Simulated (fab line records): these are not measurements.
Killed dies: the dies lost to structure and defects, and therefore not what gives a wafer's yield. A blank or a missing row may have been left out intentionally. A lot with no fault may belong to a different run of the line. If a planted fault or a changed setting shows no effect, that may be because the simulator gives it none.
Split-lot study + flow n5Finfet + 39 wafers read across 7 lots, on a route 1938 steps long

ABOUT THE SPLIT
At N5_BEOL_M1_TRENCH_ETCH_37 (etches SiOC in C4F6/O2, target depth 55.207 nm, time 29 s), the setting timeS was moved away from the recipe's 29 s on 15 of the 39 wafers read, by -57.1% to +45.0%. For the rest of the wafers, this setting stayed at what the recipe calls for.

The split's own step is where the reading is taken.

THE READING
etch.depthNm (the simulator's own value, which no gauge read), in nm, at N5_BEOL_M1_TRENCH_ETCH_37 (etches SiOC in C4F6/O2, target depth 55.207 nm, time 29 s). The file does not state a usual value for it. Average 54.66 nm, standard deviation 1.6 nm, over the 24 wafers here run with the recipe.

| wafer  | tool, chamber at the split | timeS as run, s | against the recipe | etch.depthNm, nm | against lot-mates on the recipe |
|--------|----------------------------|-----------------|--------------------|------------------|---------------------------------|
| L074.1 | rieDiel-04, 2              | 38              | +31.0%             | 69.52            | +16.40                          |
| L074.2 | rieDiel-04, 1              | 38              | +31.0%             | 68.92            | +15.80                          |
| L074.3 | rieDiel-04, 3              | 38              | +31.0%             | 70.92            | +17.80                          |
| L074.4 | rieDiel-04, 0              | 29              | recipe             | 53.77            | -                               |
| L074.5 | rieDiel-04, 2              | 29              | recipe             | 52.94            | -                               |
| L074.6 | rieDiel-04, 1              | 29              | recipe             | 52.64            | -                               |
| L076.1 | rieDiel-06, 1              | 29              | recipe             | 57.91            | -                               |
| L076.2 | rieDiel-06, 3              | 38.3            | +32.1%             | 73.74            | +16.63                          |
| L076.3 | rieDiel-06, 0              | 29              | recipe             | 57.04            | -                               |
| L076.4 | rieDiel-06, 2              | 29              | recipe             | 56.39            | -                               |
| L076.5 | rieDiel-06, 3              | 38.3            | +32.1%             | 73.72            | +16.61                          |
| L076.6 | rieDiel-06, 2              | 38.3            | +32.1%             | 74.42            | +17.31                          |
| L079.1 | rieDiel-02, 1              | 22.16           | -23.6%             | 42.52            | -13.62                          |
| L079.2 | rieDiel-02, 3              | 29              | recipe             | 56.25            | -                               |
| L079.3 | rieDiel-02, 2              | 29              | recipe             | 56.31            | -                               |
| L079.4 | rieDiel-02, 0              | 22.16           | -23.6%             | 40.89            | -15.25                          |
| L079.5 | rieDiel-02, 3              | 29              | recipe             | 55.85            | -                               |
| L079.6 | rieDiel-02, 0              | 22.16           | -23.6%             | 40.42            | -15.72                          |
| L082.1 | rieDiel-04, 0              | 29              | recipe             | 54.46            | -                               |
| L082.3 | rieDiel-04, 2              | 29              | recipe             | 54.36            | -                               |
| L082.6 | rieDiel-04, 1              | 29              | recipe             | 52.73            | -                               |
| L088.1 | rieDiel-04, 1              | 12.43           | -57.1%             | 22.36            | -31.52                          |
| L088.2 | rieDiel-04, 3              | 12.43           | -57.1%             | 23.5             | -30.38                          |
| L088.3 | rieDiel-04, 0              | 29              | recipe             | 54.86            | -                               |
| L088.4 | rieDiel-04, 2              | 29              | recipe             | 54.58            | -                               |
| L088.5 | rieDiel-04, 1              | 29              | recipe             | 52.21            | -                               |
| L088.6 | rieDiel-04, 0              | 12.43           | -57.1%             | 23.39            | -30.49                          |
| L091.1 | rieDiel-04, 1              | 29              | recipe             | 52.19            | -                               |
| L091.2 | rieDiel-04, 2              | 29              | recipe             | 54.14            | -                               |
| L091.3 | rieDiel-04, 3              | 29              | recipe             | 54.87            | -                               |
| L091.4 | rieDiel-04, 3              | 29              | recipe             | 54.55            | -                               |
| L091.5 | rieDiel-04, 2              | 29              | recipe             | 54.8             | -                               |
| L091.6 | rieDiel-04, 1              | 29              | recipe             | 52.04            | -                               |
| L093.1 | rieDiel-02, 3              | 42.05           | +45.0%             | 80.73            | +25.07                          |
| L093.2 | rieDiel-02, 2              | 42.05           | +45.0%             | 80.49            | +24.83                          |
| L093.3 | rieDiel-02, 1              | 29              | recipe             | 54.9             | -                               |
| L093.4 | rieDiel-02, 2              | 29              | recipe             | 55.9             | -                               |
| L093.5 | rieDiel-02, 3              | 29              | recipe             | 56.17            | -                               |
| L093.6 | rieDiel-02, 1              | 42.05           | +45.0%             | 81.01            | +25.35                          |

THE FIT
A straight line over all 39 wafers: etch.depthNm changes by +0.559 nm for each +1% of timeS; r = +0.99; the points scatter about the line by 1.6 nm.
The same after taking each lot's own level away (the mean of its wafers on the recipe; 39 wafers): +0.549 nm for each +1%; r = +1.00; scatter 1 nm.
According to that fit, moving timeS by its largest amount changes the reading by 31 nm.
Across the lots, their own levels run from 53.117 to 57.113 nm, a range of 2.5 times the standard deviation given above.
Consequently the slope shifts little with the lot-to-lot level, the two slopes agreeing.
Check: for one of the wafers moved furthest among these (-57.1%), held out of the fit, the line's prediction against its lot-mates is -31.5 nm. It came out at -31.5 nm against them.

ADDITIONAL SPLITS CARRIED BY THESE WAFERS
Before the reading, these wafers also passed through other splits. Each is held against what the fit with the lots' levels taken away leaves over:
| other split on the same wafers   | wafers away from the commonest value | r with etch.depthNm (lot level and that fit taken away) |
|----------------------------------|--------------------------------------|---------------------------------------------------------|
| N5_ZERO_LAYER_PECVD_02 timeS     | 15                                   | -0.15                                                   |
| N5_FIN_SAQP_HM_DEP_03 timeS      | 15                                   | +0.26                                                   |
| N5_SDB_ALD_29 aldCycles          | 9                                    | -0.12                                                   |
| N5_GATE_CUT_ETCH_56 targetDepthA | 12                                   | +0.13                                                   |
| N5_BEOL_M1_ILD_DEP_00 timeS      | 9                                    | -0.05                                                   |

THE WHOLE CHAIN: every reading that the file lists as answering this split, in the file's order
| step                      | what it does                                              | reading                                                                 | change (the file's fit)               | r (the file's) |
|---------------------------|-----------------------------------------------------------|-------------------------------------------------------------------------|---------------------------------------|----------------|
| N5_BEOL_M1_TRENCH_ETCH_37 | etches SiOC in C4F6/O2, target depth 55.207 nm, time 29 s | BEOL_M1.featureDepthNm (the simulator's own value, which no gauge read) | +0.548 nm for each +1% of the setting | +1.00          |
| N5_BEOL_M1_TRENCH_ETCH_37 | etches SiOC in C4F6/O2, target depth 55.207 nm, time 29 s | etch.depthNm (the simulator's own value, which no gauge read)           | +0.548 nm for each +1% of the setting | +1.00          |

THE FILE'S OWN FIT
etch.depthNm changes by +0.548 nm for each +1% of timeS, r = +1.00.
